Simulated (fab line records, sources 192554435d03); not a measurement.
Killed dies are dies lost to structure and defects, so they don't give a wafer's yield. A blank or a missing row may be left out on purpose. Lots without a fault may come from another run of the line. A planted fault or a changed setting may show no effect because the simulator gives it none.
Which tool did it? | flow n5_finfet | 13 lots, 38 wafers sampled, at 1 step of a route of 1938

WHAT THE GAUGES READ, wafer by wafer
N5_BEOL_M10_CD_MEAS_35: target cd 70 nm. Usual: cd_nm 70.1 nm, standard deviation 0.46.
lot  | measured     | on        | cd_nm (nm)     | flag
L581 | day 9 15:40  | cd_sem-01 | 70.9 71.1 70.4 |
L582 | day 10 09:48 | cd_sem-03 | 70.5 69.7 70.2 |
L583 | day 10 11:31 | cd_sem-03 | 70.3 70.0 70.2 |
L584 | day 10 12:07 | cd_sem-01 | 69.3 70.9 69.9 |
L585 | day 10 13:05 | cd_sem-02 | 69.9 69.6 69.6 |
L586 | day 11 02:37 | cd_sem-02 | 69.9 70.6 70.1 |
L589 | day 11 13:40 | cd_sem-01 | 70.0 70.0 70.8 |
L587 | day 11 13:52 | cd_sem-03 | 69.8 70.1 70.2 |
L588 | day 11 20:45 | cd_sem-01 | 70.3 70.0 70.4 |
L592 | day 12 13:36 | cd_sem-03 | 70.0 70.6 69.6 |
L591 | day 12 16:19 | cd_sem-02 | 70.2 70.3 70.2 |
L595 | day 13 17:17 | cd_sem-02 | 71.3 70.9      |
L604 | day 16 03:02 | cd_sem-02 | 70.2 70.2 69.7 |

WHICH TOOL RAN EACH LOT (tool, then ch and the chambers of the sampled wafers, then the start)
The record holds no process step before these readings.

WHAT THE TOOLS THEMSELVES READ (means of the sampled wafers that have a number; where no wafer has one, the mark that the record gives instead)
The record holds no such reading with a usual standard deviation.

THE ANSWER, worked out from the rows above alone
Rule: a lot is off if the mean of its wafers that have a number lies more than 3 standard deviations from the usual mean. A lot without any number at a reading at which 4 lots or more have one is off too. The other lots that the step has rows for count as sound. The gauges are gone through in route order, then the tools' own readings, and for those a lot's mean is taken as printed above. The first step at which some lot is off is used, and at that step the reading that is off furthest; a lot without a number counts as furthest.
No lot is off at any reading shown: from this, nothing can be told.

WHAT THE SIMULATOR HAD PUT IN
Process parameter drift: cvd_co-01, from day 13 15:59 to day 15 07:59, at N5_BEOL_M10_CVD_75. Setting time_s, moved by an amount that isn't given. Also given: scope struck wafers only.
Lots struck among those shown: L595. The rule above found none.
